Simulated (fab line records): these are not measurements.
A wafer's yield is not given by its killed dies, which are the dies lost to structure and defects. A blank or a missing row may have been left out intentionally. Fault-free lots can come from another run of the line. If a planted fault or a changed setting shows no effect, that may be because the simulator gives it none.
The tool behind it: which one? + flow n5_finfet + 24 lots, 72 wafers sampled, at 6 steps of a route of 1938

== WHAT THE GAUGES READ, wafer by wafer ==
The record holds no reading of a measuring or inspecting step that can be judged against a usual standard deviation.

== WHAT TOOL EACH LOT RAN ON (gives the tool, then ch and the chambers of the sampled wafers, and finally the start) ==
| lot  | N5_BEOL_M1_ETCH_41                            | N5_BEOL_M1_STRIP_97                           | N5_BEOL_M1_SPUTTER_86        | N5_BEOL_M2_STRIP_97                           | N5_BEOL_M2_ALD_84                   | N5_BEOL_M2_ANNEAL_82         |
|------|-----------------------------------------------|-----------------------------------------------|------------------------------|-----------------------------------------------|-------------------------------------|------------------------------|
| L074 | rie_diel-03 ch 0,1, day 6 17:05 or earlier    | rie_diel-03 ch 0,1, day 6 17:05 or earlier    | pvd_sputter-01, day 6 17:05  | rie_diel-02 ch 1,2,3, day 7 07:46 or earlier  | ald_metal-01 ch 1,3, day 7 07:46    | pvd_sputter-03, day 7 09:54  |
| L075 | rie_diel-01 ch 1,2, day 6 17:56 or earlier    | rie_diel-01 ch 1,2, day 6 17:56 or earlier    | pvd_sputter-03, day 6 17:56  | rie_diel-04 ch 0,2, day 7 11:54 or earlier    | ald_metal-01 ch 1,3, day 7 11:54    | pvd_sputter-01, day 7 13:38  |
| L076 | rie_diel-06 ch 0,1, day 7 13:20 or earlier    | rie_diel-06 ch 0,1, day 7 13:20 or earlier    | pvd_sputter-03, day 7 13:20  | rie_diel-02 ch 1,2, day 8 02:26 or earlier    | ald_metal-01 ch 1,2,3, day 8 02:26  | pvd_sputter-02, day 8 03:19  |
| L077 | rie_diel-06 ch 0,2,3, day 7 16:20 or earlier  | rie_diel-06 ch 0,2,3, day 7 16:20 or earlier  | pvd_sputter-03, day 7 16:20  | rie_diel-05 ch 0,2, day 8 02:32 or earlier    | ald_metal-04 ch 0,3, day 8 02:32    | pvd_sputter-01, day 8 03:52  |
| L078 | rie_diel-01 ch 0,1,3, day 7 19:29 or earlier  | rie_diel-01 ch 0,1,3, day 7 19:29 or earlier  | pvd_sputter-01, day 7 19:29  | rie_diel-02 ch 1,2, day 8 07:54 or earlier    | ald_metal-04 ch 2,3, day 8 07:54    | pvd_sputter-01, day 8 09:04  |
| L079 | rie_diel-01 ch 0,2,3, day 8 08:37 or earlier  | rie_diel-01 ch 0,2,3, day 8 08:37 or earlier  | pvd_sputter-02, day 8 08:37  | rie_diel-04 ch 0,1,3, day 8 16:34 or earlier  | ald_metal-01 ch 2,3, day 8 16:34    | pvd_sputter-03, day 8 17:41  |
| L080 | rie_diel-01 ch 0,1,2, day 8 12:12 or earlier  | rie_diel-01 ch 0,1,2, day 8 12:12 or earlier  | pvd_sputter-01, day 8 12:12  | rie_diel-05 ch 2,3, day 9 00:52 or earlier    | ald_metal-04 ch 0,2,3, day 9 00:52  | pvd_sputter-02, day 9 03:35  |
| L081 | rie_diel-03 ch 0,2,3, day 8 14:19 or earlier  | rie_diel-03 ch 0,2,3, day 8 14:19 or earlier  | pvd_sputter-03, day 8 14:19  | rie_diel-02 ch 1,2,3, day 9 07:52 or earlier  | ald_metal-02 ch 0,1,2, day 9 07:52  | pvd_sputter-01, day 9 09:11  |
| L082 | rie_diel-03 ch 0,3, day 8 21:16 or earlier    | rie_diel-03 ch 0,3, day 8 21:16 or earlier    | pvd_sputter-01, day 8 21:16  | rie_diel-02 ch 0,1,3, day 9 15:33 or earlier  | ald_metal-01 ch 1,2, day 9 15:33    | pvd_sputter-03, day 14 05:55 |
| L083 | rie_diel-01 ch 2,3, day 9 02:02 or earlier    | rie_diel-01 ch 2,3, day 9 02:02 or earlier    | pvd_sputter-03, day 9 02:02  | rie_diel-04 ch 0,2,3, day 11 01:17 or earlier | ald_metal-01 ch 0,1,3, day 11 01:17 | pvd_sputter-02, day 11 02:15 |
| L084 | rie_diel-06 ch 0,1, day 9 03:53 or earlier    | rie_diel-06 ch 0,1, day 9 03:53 or earlier    | pvd_sputter-03, day 9 03:53  | rie_diel-02 ch 1,2, day 11 01:28 or earlier   | ald_metal-02 ch 1,2,3, day 11 01:28 | pvd_sputter-01, day 11 02:27 |
| L085 | rie_diel-06 ch 1,2,3, day 9 06:02 or earlier  | rie_diel-06 ch 1,2,3, day 9 06:02 or earlier  | pvd_sputter-03, day 9 06:02  | rie_diel-02 ch 1,2,3, day 11 13:17 or earlier | ald_metal-01 ch 0,3, day 11 13:17   | pvd_sputter-01, day 11 14:16 |
| L086 | rie_diel-03 ch 2,3, day 9 09:22 or earlier    | rie_diel-03 ch 2,3, day 9 09:22 or earlier    | pvd_sputter-03, day 9 09:22  | rie_diel-05 ch 0,1,3, day 12 04:54 or earlier | ald_metal-04 ch 0,1,3, day 12 04:54 | pvd_sputter-01, day 12 05:54 |
| L087 | rie_diel-01 ch 0,2,3, day 9 17:41 or earlier  | rie_diel-01 ch 0,2,3, day 9 17:41 or earlier  | pvd_sputter-02, day 9 17:41  | rie_diel-04 ch 1,2,3, day 12 17:01 or earlier | ald_metal-02 ch 0,3, day 12 17:01   | pvd_sputter-01, day 12 17:59 |
| L088 | rie_diel-01 ch 1,3, day 9 20:29 or earlier    | rie_diel-01 ch 1,3, day 9 20:29 or earlier    | pvd_sputter-02, day 9 20:29  | rie_diel-05 ch 0,3, day 12 18:54 or earlier   | ald_metal-01 ch 1,2, day 12 18:54   | pvd_sputter-01, day 12 19:52 |
| L090 | rie_diel-01 ch 0,3, day 10 08:11 or earlier   | rie_diel-01 ch 0,3, day 10 08:11 or earlier   | pvd_sputter-01, day 10 08:11 | rie_diel-04 ch 1,2,3, day 13 00:49 or earlier | ald_metal-02 ch 0,1,2, day 13 00:49 | pvd_sputter-01, day 13 02:11 |
| L089 | rie_diel-06 ch 0,1,3, day 10 17:10 or earlier | rie_diel-06 ch 0,1,3, day 10 17:10 or earlier | pvd_sputter-02, day 10 17:10 | rie_diel-05 ch 0,2,3, day 13 04:17 or earlier | ald_metal-01 ch 0,1,3, day 13 04:17 | pvd_sputter-02, day 13 06:59 |
| L091 | rie_diel-03 ch 1,2,3, day 10 21:33 or earlier | rie_diel-03 ch 1,2,3, day 10 21:33 or earlier | pvd_sputter-01, day 10 21:33 | rie_diel-02 ch 0,1,3, day 12 19:24 or earlier | ald_metal-01 ch 0,1,3, day 12 19:24 | pvd_sputter-02, day 12 20:27 |
| L094 | rie_diel-03 ch 0,1,2, day 11 05:58 or earlier | rie_diel-03 ch 0,1,2, day 11 05:58 or earlier | pvd_sputter-02, day 11 05:58 | rie_diel-05 ch 1,2,3, day 13 07:14 or earlier | ald_metal-01 ch 1,2, day 13 07:14   | pvd_sputter-01, day 13 08:22 |
| L092 | rie_diel-06 ch 1,2,3, day 11 05:56 or earlier | rie_diel-06 ch 1,2,3, day 11 05:56 or earlier | pvd_sputter-01, day 11 05:56 | rie_diel-04 ch 0,3, day 13 04:08 or earlier   | ald_metal-04 ch 0,2, day 13 04:08   | pvd_sputter-01, day 13 05:10 |
| L093 | rie_diel-01 ch 0,2, day 11 16:28 or earlier   | rie_diel-01 ch 0,2, day 11 16:28 or earlier   | pvd_sputter-01, day 11 16:28 | rie_diel-04 ch 0,1,3, day 13 15:30 or earlier | ald_metal-01 ch 0,2,3, day 13 15:30 | pvd_sputter-01, day 13 16:28 |
| L095 | rie_diel-01 ch 0,1,3, day 11 18:18 or earlier | rie_diel-01 ch 0,1,3, day 11 18:18 or earlier | pvd_sputter-01, day 11 18:18 | rie_diel-05 ch 0,1,2, day 13 15:40 or earlier | ald_metal-04 ch 0,3, day 13 15:40   | pvd_sputter-02, day 13 16:41 |
| L096 | rie_diel-01 ch 1,3, day 12 05:53 or earlier   | rie_diel-01 ch 1,3, day 12 05:53 or earlier   | pvd_sputter-02, day 12 05:53 | rie_diel-02 ch 0,1,3, day 14 02:26 or earlier | ald_metal-01 ch 2,3, day 14 02:26   | pvd_sputter-01, day 14 05:19 |
| L097 | rie_diel-01 ch 0,1,2, day 13 10:24 or earlier | rie_diel-01 ch 0,1,2, day 13 10:24 or earlier | pvd_sputter-01, day 13 10:24 | rie_diel-04 ch 1,2,3, day 14 11:33 or earlier | ald_metal-04 ch 1,2, day 14 11:33   | pvd_sputter-01, day 14 12:38 |
- N5_BEOL_M1_ETCH_41: etches SiCN in CH3F/O2, target depth 31.9 nm, time 57.8 s.
- N5_BEOL_M1_STRIP_97: strips in N2/H2, time 10 s.
- N5_BEOL_M1_SPUTTER_86: material Cu, target thk 4.5 nm, time 8.29 s.
- N5_BEOL_M2_STRIP_97: strips in N2/H2, time 10 s.
- N5_BEOL_M2_ALD_84: deposits TaN, pulse time 2 s, purge time 3 s, co reactant purge time 2 s.
- N5_BEOL_M2_ANNEAL_82: time 240 s.

== AS READ BY THE TOOLS THEMSELVES (means over the sampled wafers that have a number; for cases with no such wafer, the mark the record gives instead) ==
N5_BEOL_M1_ETCH_41. Usual: drypump_motor_current_A 5.8 A, standard deviation 0.35; oes_product_au 0.83 a.u., standard deviation 0.087; rf_vpp_V 297.4 V, standard deviation 1.5; showerhead_plenum_p_Torr 2.00 Torr, standard deviation 0.064; throttle_valve_pct 16.29 %, standard deviation 0.15.
| lot  | tool        | drypump_motor_current_A (A) | oes_product_au (a.u.) | rf_vpp_V (V) | showerhead_plenum_p_Torr (Torr) | throttle_valve_pct (%) | flag |
|------|-------------|-----------------------------|-----------------------|--------------|---------------------------------|------------------------|------|
| L074 | rie_diel-03 | 5.7                         | 0.84                  | 297.2        | 2.00                            | 16.30                  |      |
| L075 | rie_diel-01 | 5.6                         | 0.76                  | 295.3        | 1.94                            | 16.55                  |      |
| L076 | rie_diel-06 | 6.4                         | 0.84                  | 298.8        | 2.05                            | 16.28                  |      |
| L077 | rie_diel-06 | 5.9                         | 0.76                  | 298.4        | 2.00                            | 16.24                  |      |
| L078 | rie_diel-01 | 5.7                         | 0.86                  | 296.2        | 1.97                            | 16.30                  |      |
| L079 | rie_diel-01 | 5.7                         | 0.89                  | 297.5        | 2.01                            | 16.27                  |      |
| L080 | rie_diel-01 | 5.6                         | 0.82                  | 297.6        | 1.96                            | 16.44                  |      |
| L081 | rie_diel-03 | 6.0                         | 0.85                  | 296.6        | 1.97                            | 16.25                  |      |
| L082 | rie_diel-03 | 6.0                         | 0.86                  | 296.3        | 1.95                            | 16.32                  |      |
| L083 | rie_diel-01 | 6.0                         | 0.87                  | 298.0        | 2.03                            | 16.23                  |      |
| L084 | rie_diel-06 | 6.4                         | 0.82                  | 297.0        | 2.05                            | 16.30                  |      |
| L085 | rie_diel-06 | 5.9                         | 0.81                  | 296.5        | 1.96                            | 16.27                  |      |
| L086 | rie_diel-03 | 6.1                         | 0.82                  | 297.6        | 1.96                            | 16.17                  |      |
| L087 | rie_diel-01 | 5.7                         | 0.88                  | 297.3        | 2.01                            | 16.29                  |      |
| L088 | rie_diel-01 | 5.8                         | 0.76                  | 296.6        | 1.94                            | 16.46                  |      |
| L090 | rie_diel-01 | 5.9                         | 0.89                  | 297.7        | 2.01                            | 16.17                  |      |
| L089 | rie_diel-06 | 6.2                         | 0.78                  | 296.7        | 1.98                            | 16.30                  |      |
| L091 | rie_diel-03 | 5.7                         | 0.76                  | 297.2        | 2.00                            | 16.21                  |      |
| L094 | rie_diel-03 | 5.7                         | 0.79                  | 297.1        | 2.01                            | 16.32                  |      |
| L092 | rie_diel-06 | 5.9                         | 0.79                  | 296.9        | 1.96                            | 16.30                  |      |
| L093 | rie_diel-01 | 5.5                         | 0.85                  | 297.5        | 1.98                            | 16.35                  |      |
| L095 | rie_diel-01 | 5.7                         | 0.91                  | 298.8        | 2.04                            | 16.20                  |      |
| L096 | rie_diel-01 | 5.8                         | 0.93                  | 299.6        | 2.10                            | 16.18                  |      |
| L097 | rie_diel-01 | 5.6                         | 0.85                  | 297.5        | 2.03                            | 16.35                  |      |

N5_BEOL_M1_STRIP_97. Usual: drypump_motor_current_A 5.8 A, standard deviation 0.35; oes_product_au 0.83 a.u., standard deviation 0.087; rf_vpp_V 59.1 V, standard deviation 0.92; showerhead_plenum_p_Torr 2.53 Torr, standard deviation 0.083; throttle_valve_pct 23.65 %, standard deviation 0.22.
| lot  | tool        | drypump_motor_current_A (A) | oes_product_au (a.u.) | rf_vpp_V (V) | showerhead_plenum_p_Torr (Torr) | throttle_valve_pct (%) | flag |
|------|-------------|-----------------------------|-----------------------|--------------|---------------------------------|------------------------|------|
| L074 | rie_diel-03 | 5.7                         | 0.84                  | 58.9         | 2.53                            | 23.61                  |      |
| L075 | rie_diel-01 | 5.6                         | 0.76                  | 58.5         | 2.47                            | 24.02                  |      |
| L076 | rie_diel-06 | 6.4                         | 0.84                  | 59.3         | 2.60                            | 23.69                  |      |
| L077 | rie_diel-06 | 5.9                         | 0.76                  | 59.5         | 2.54                            | 23.52                  |      |
| L078 | rie_diel-01 | 5.7                         | 0.86                  | 59.3         | 2.50                            | 23.73                  |      |
| L079 | rie_diel-01 | 5.7                         | 0.90                  | 59.1         | 2.55                            | 23.67                  |      |
| L080 | rie_diel-01 | 5.6                         | 0.82                  | 58.9         | 2.49                            | 23.88                  |      |
| L081 | rie_diel-03 | 6.0                         | 0.84                  | 58.9         | 2.51                            | 23.55                  |      |
| L082 | rie_diel-03 | 6.1                         | 0.85                  | 58.0         | 2.47                            | 23.56                  |      |
| L083 | rie_diel-01 | 6.0                         | 0.87                  | 59.2         | 2.59                            | 23.65                  |      |
| L084 | rie_diel-06 | 6.4                         | 0.82                  | 58.7         | 2.59                            | 23.71                  |      |
| L085 | rie_diel-06 | 5.9                         | 0.80                  | 59.1         | 2.48                            | 23.52                  |      |
| L086 | rie_diel-03 | 6.1                         | 0.82                  | 58.7         | 2.49                            | 23.41                  |      |
| L087 | rie_diel-01 | 5.7                         | 0.87                  | 58.4         | 2.55                            | 23.68                  |      |
| L088 | rie_diel-01 | 5.7                         | 0.77                  | 58.0         | 2.46                            | 23.91                  |      |
| L090 | rie_diel-01 | 5.9                         | 0.90                  | 59.0         | 2.56                            | 23.55                  |      |
| L089 | rie_diel-06 | 6.2                         | 0.78                  | 59.1         | 2.51                            | 23.63                  |      |
| L091 | rie_diel-03 | 5.8                         | 0.77                  | 59.4         | 2.55                            | 23.49                  |      |
| L094 | rie_diel-03 | 5.7                         | 0.79                  | 58.3         | 2.55                            | 23.64                  |      |
| L092 | rie_diel-06 | 5.9                         | 0.79                  | 59.0         | 2.48                            | 23.53                  |      |
| L093 | rie_diel-01 | 5.5                         | 0.86                  | 59.1         | 2.51                            | 23.72                  |      |
| L095 | rie_diel-01 | 5.7                         | 0.92                  | 59.3         | 2.59                            | 23.67                  |      |
| L096 | rie_diel-01 | 5.8                         | 0.93                  | 60.0         | 2.67                            | 23.74                  |      |
| L097 | rie_diel-01 | 5.6                         | 0.87                  | 59.1         | 2.58                            | 23.81                  |      |

N5_BEOL_M1_SPUTTER_86. Usual: chuck_gas_flow_sccm 1.27 sccm, standard deviation 0.048; throttle_valve_pct 29.4 %, standard deviation 0.99.
| lot  | tool           | chuck_gas_flow_sccm (sccm) | throttle_valve_pct (%) | flag |
|------|----------------|----------------------------|------------------------|------|
| L074 | pvd_sputter-01 | 1.28                       | 31.1                   |      |
| L075 | pvd_sputter-03 | 1.30                       | 29.0                   |      |
| L076 | pvd_sputter-03 | 1.26                       | 28.7                   |      |
| L077 | pvd_sputter-03 | 1.29                       | 28.5                   |      |
| L078 | pvd_sputter-01 | 1.28                       | 29.4                   |      |
| L079 | pvd_sputter-02 | 1.29                       | 30.0                   |      |
| L080 | pvd_sputter-01 | 1.25                       | 29.9                   |      |
| L081 | pvd_sputter-03 | 1.30                       | 29.0                   |      |
| L082 | pvd_sputter-01 | 1.28                       | 30.4                   |      |
| L083 | pvd_sputter-03 | 1.25                       | 29.0                   |      |
| L084 | pvd_sputter-03 | 1.25                       | 28.8                   |      |
| L085 | pvd_sputter-03 | 1.30                       | 28.5                   |      |
| L086 | pvd_sputter-03 | 1.28                       | 29.1                   |      |
| L087 | pvd_sputter-02 | 1.26                       | 29.1                   |      |
| L088 | pvd_sputter-02 | 1.23                       | 29.8                   |      |
| L090 | pvd_sputter-01 | 1.26                       | 29.6                   |      |
| L089 | pvd_sputter-02 | 1.25                       | 29.4                   |      |
| L091 | pvd_sputter-01 | 1.29                       | 29.7                   |      |
| L094 | pvd_sputter-02 | 1.30                       | 28.6                   |      |
| L092 | pvd_sputter-01 | 1.22                       | 30.9                   |      |
| L093 | pvd_sputter-01 | 1.29                       | 30.6                   |      |
| L095 | pvd_sputter-01 | 1.27                       | 28.9                   |      |
| L096 | pvd_sputter-02 | 1.23                       | 29.7                   |      |
| L097 | pvd_sputter-01 | 1.29                       | 29.8                   |      |

N5_BEOL_M2_STRIP_97. Usual: drypump_motor_current_A 5.7 A, standard deviation 0.4; oes_product_au 0.80 a.u., standard deviation 0.099; rf_vpp_V 59.3 V, standard deviation 0.96; showerhead_plenum_p_Torr 2.58 Torr, standard deviation 0.099; throttle_valve_pct 23.73 %, standard deviation 0.17.
| lot  | tool        | drypump_motor_current_A (A) | oes_product_au (a.u.) | rf_vpp_V (V) | showerhead_plenum_p_Torr (Torr) | throttle_valve_pct (%) | flag |
|------|-------------|-----------------------------|-----------------------|--------------|---------------------------------|------------------------|------|
| L074 | rie_diel-02 | 5.7                         | 0.78                  | 59.9         | 2.59                            | 23.78                  |      |
| L075 | rie_diel-04 | 5.5                         | 0.70                  | 59.3         | 2.47                            | 23.61                  |      |
| L076 | rie_diel-02 | 5.7                         | 0.79                  | 60.1         | 2.67                            | 23.83                  |      |
| L077 | rie_diel-05 | 5.9                         | 0.78                  | 58.9         | 2.61                            | 23.86                  |      |
| L078 | rie_diel-02 | 5.8                         | 0.75                  | 59.7         | 2.65                            | 23.71                  |      |
| L079 | rie_diel-04 | 5.6                         | 0.87                  | 60.0         | 2.60                            | 23.80                  |      |
| L080 | rie_diel-05 | 6.1                         | 0.69                  | 59.5         | 2.61                            | 23.79                  |      |
| L081 | rie_diel-02 | 5.7                         | 0.76                  | 59.4         | 2.58                            | 23.80                  |      |
| L082 | rie_diel-02 | 5.6                         | 0.74                  | 58.6         | 2.49                            | 23.64                  |      |
| L083 | rie_diel-04 | 5.5                         | 0.86                  | 59.4         | 2.60                            | 23.63                  |      |
| L084 | rie_diel-02 | 5.7                         | 0.76                  | 59.7         | 2.66                            | 23.86                  |      |
| L085 | rie_diel-02 | 5.7                         | 0.74                  | 58.6         | 2.57                            | 23.83                  |      |
| L086 | rie_diel-05 | 6.1                         | 0.81                  | 59.6         | 2.64                            | 23.77                  |      |
| L087 | rie_diel-04 | 5.3                         | 0.83                  | 58.7         | 2.51                            | 23.73                  |      |
| L088 | rie_diel-05 | 6.4                         | 0.80                  | 60.2         | 2.60                            | 23.82                  |      |
| L090 | rie_diel-04 | 5.3                         | 0.81                  | 59.2         | 2.51                            | 23.75                  |      |
| L089 | rie_diel-05 | 6.2                         | 0.83                  | 59.2         | 2.60                            | 23.71                  |      |
| L091 | rie_diel-02 | 5.7                         | 0.71                  | 58.2         | 2.48                            | 23.67                  |      |
| L094 | rie_diel-05 | 5.9                         | 0.85                  | 60.1         | 2.64                            | 23.65                  |      |
| L092 | rie_diel-04 | 5.8                         | 0.91                  | 60.2         | 2.66                            | 23.65                  |      |
| L093 | rie_diel-04 | 5.6                         | 0.88                  | 59.4         | 2.58                            | 23.75                  |      |
| L095 | rie_diel-05 | 5.8                         | 0.90                  | 59.1         | 2.63                            | 23.72                  |      |
| L096 | rie_diel-02 | 5.7                         | 0.70                  | 58.4         | 2.48                            | 23.69                  |      |
| L097 | rie_diel-04 | 5.3                         | 0.91                  | 60.6         | 2.51                            | 23.61                  |      |

N5_BEOL_M2_ALD_84. Usual: heater_power_w 401 W, standard deviation 42.
| lot  | tool         | heater_power_w (W) | flag |
|------|--------------|--------------------|------|
| L074 | ald_metal-01 | 379                |      |
| L075 | ald_metal-01 | 376                |      |
| L076 | ald_metal-01 | 376                |      |
| L077 | ald_metal-04 | 432                |      |
| L078 | ald_metal-04 | 430                |      |
| L079 | ald_metal-01 | 366                |      |
| L080 | ald_metal-04 | 424                |      |
| L081 | ald_metal-02 | 434                |      |
| L082 | ald_metal-01 | 377                |      |
| L083 | ald_metal-01 | 374                |      |
| L084 | ald_metal-02 | 471                |      |
| L085 | ald_metal-01 | 355                |      |
| L086 | ald_metal-04 | 436                |      |
| L087 | ald_metal-02 | 385                |      |
| L088 | ald_metal-01 | 390                |      |
| L090 | ald_metal-02 | 428                |      |
| L089 | ald_metal-01 | 371                |      |
| L091 | ald_metal-01 | 371                |      |
| L094 | ald_metal-01 | 380                |      |
| L092 | ald_metal-04 | 406                |      |
| L093 | ald_metal-01 | 363                |      |
| L095 | ald_metal-04 | 428                |      |
| L096 | ald_metal-01 | 368                |      |
| L097 | ald_metal-04 | 428                |      |

N5_BEOL_M2_ANNEAL_82. Usual: heater_power_w 789 W, standard deviation 68; susceptor_temp_C_max 401.1, standard deviation 0.31.
| lot  | tool           | heater_power_w (W) | susceptor_temp_C_max | flag |
|------|----------------|--------------------|----------------------|------|
| L074 | pvd_sputter-03 | 802                | 401.2                |      |
| L075 | pvd_sputter-01 | 797                | 401.2                |      |
| L076 | pvd_sputter-02 | 876                | 401.4                |      |
| L077 | pvd_sputter-01 | 754                | 401.3                |      |
| L078 | pvd_sputter-01 | 782                | 401.2                |      |
| L079 | pvd_sputter-03 | 834                | 400.9                |      |
| L080 | pvd_sputter-02 | 851                | 401.2                |      |
| L081 | pvd_sputter-01 | 760                | 401.4                |      |
| L082 | pvd_sputter-03 | 880                | 400.8                |      |
| L083 | pvd_sputter-02 | 805                | 401.1                |      |
| L084 | pvd_sputter-01 | 757                | 401.1                |      |
| L085 | pvd_sputter-01 | 707                | 401.4                |      |
| L086 | pvd_sputter-01 | 788                | 400.7                |      |
| L087 | pvd_sputter-01 | 827                | 401.0                |      |
| L088 | pvd_sputter-01 | 758                | 400.9                |      |
| L090 | pvd_sputter-01 | 754                | 401.3                |      |
| L089 | pvd_sputter-02 | 822                | 401.1                |      |
| L091 | pvd_sputter-02 | 835                | 401.2                |      |
| L094 | pvd_sputter-01 | 754                | 401.4                |      |
| L092 | pvd_sputter-01 | 796                | 401.1                |      |
| L093 | pvd_sputter-01 | 792                | 401.1                |      |
| L095 | pvd_sputter-02 | 832                | 400.9                |      |
| L096 | pvd_sputter-01 | 714                | 401.3                |      |
| L097 | pvd_sputter-01 | 765                | 400.9                |      |

== THE ANSWER, worked out from the rows above alone ==
Rule: a lot counts as off when the mean over its wafers that have a number is more than 3 standard deviations away from the usual mean. Also off: a lot with no number at a reading for which 4 or more lots have one. All remaining lots with rows at the step are treated as sound. Order of review: gauges by route order, followed by the tools' own readings, for which a lot's mean as printed above is used. The first step at which some lot is off is used, and at that step the reading that is off furthest; a lot without a number counts as furthest.
No lot is off on any of the readings shown, so nothing can be concluded from this.

== WHAT WAS PUT IN BY THE SIMULATOR ==
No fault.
